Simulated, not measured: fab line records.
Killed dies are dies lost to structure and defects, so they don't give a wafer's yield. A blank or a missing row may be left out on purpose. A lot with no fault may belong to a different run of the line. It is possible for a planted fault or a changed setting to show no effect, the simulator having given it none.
Lot-split experiment ; flow n5-finfet ; 21 wafers read across 7 lots, on a route 1938 steps long

== ABOUT THE SPLIT ==
At N5_ZERO_LAYER_EXPOSE_08 (exposes mask ZERO, defocus 0 nm, target cd 2000 nm), the setting dose-mj was moved away from the recipe's 16.2 on 3 of the 21 wafers read, by -3.3% to +5.7%. This setting was run at the recipe's value on the other wafers.

== FROM THE SPLIT TO THE READING: what the file shows between them, 3 steps ==
- N5_ZERO_LAYER_PEB_09
- N5_ZERO_LAYER_DEVELOP_10: develop time 60 s
- N5_ZERO_LAYER_HARDBAKE_23: time 120 s

== THE READING ==
cd-nm at N5_ZERO_LAYER_CD_MEAS_11, given in nm (cd target 2000 nm). On this fab line, fault-free wafers typically give 2000.0 nm with a standard deviation of 1.6 nm.

wafer;tool, chamber at the split;dose-mj as run;against the recipe;cd-nm, nm;against lot-mates on the recipe
L074.2;krf-scanner-02, 0;16.2;recipe;2000.8;-
L074.3;krf-scanner-02, 0;16.2;recipe;1999.1;-
L074.4;krf-scanner-02, 0;16.2;recipe;1998.8;-
L076.1;krf-scanner-01, 0;16.2;recipe;2000.8;-
L076.2;krf-scanner-01, 0;16.2;recipe;2000.8;-
L076.4;krf-scanner-01, 0;16.2;recipe;2000.1;-
L081.1;krf-scanner-02, 0;16.2;recipe;1998.8;-
L081.2;krf-scanner-02, 0;16.2;recipe;1998.6;-
L081.4;krf-scanner-02, 0;16.2;recipe;1997.9;-
L083.3;krf-scanner-01, 0;16.2;recipe;1999.1;-
L083.4;krf-scanner-01, 0;16.2;recipe;1999.0;-
L083.6;krf-scanner-01, 0;17.12;+5.7%;2010.5;+11.5
L086.2;krf-scanner-01, 0;16.2;recipe;2001.7;-
L086.4;krf-scanner-01, 0;16.2;recipe;2000.6;-
L086.5;krf-scanner-01, 0;16.2;recipe;1999.7;-
L088.1;krf-scanner-02, 0;15.67;-3.3%;1994.7;-6.5
L088.3;krf-scanner-02, 0;15.67;-3.3%;1995.4;-5.8
L088.4;krf-scanner-02, 0;16.2;recipe;2001.2;-
L090.2;krf-scanner-01, 0;16.2;recipe;1997.9;-
L090.3;krf-scanner-01, 0;16.2;recipe;1996.9;-
L090.5;krf-scanner-01, 0;16.2;recipe;1998.0;-

FIT RESULTS
A straight line over all 21 wafers: cd-nm changes by +1.71 nm for each +1% of dose-mj; r = +0.90; the points scatter about the line by 1.4 nm.
The same after taking each lot's own level away (the mean of its wafers on the recipe; 21 wafers): +1.96 nm for each +1%; r = +0.99; scatter 0.58 nm.
That fit puts the effect of the largest move of dose-mj on the reading at 11 nm.
The span of the lots' own levels, 1997.60 to 2001.20 nm, comes to 2.2 times the standard deviation stated above.
In other words, the slope is changed by the lot-to-lot level; the two fits disagree.
Check: with one of the wafers moved furthest among these (+5.7%) left out of the fit, the line predicts +10.7 nm for it against its lot-mates. It came out at +11.5 nm against them.

== FILE'S OWN FIT ==
cd-nm changes by +1.99 nm for each +1% of dose-mj, r = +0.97.
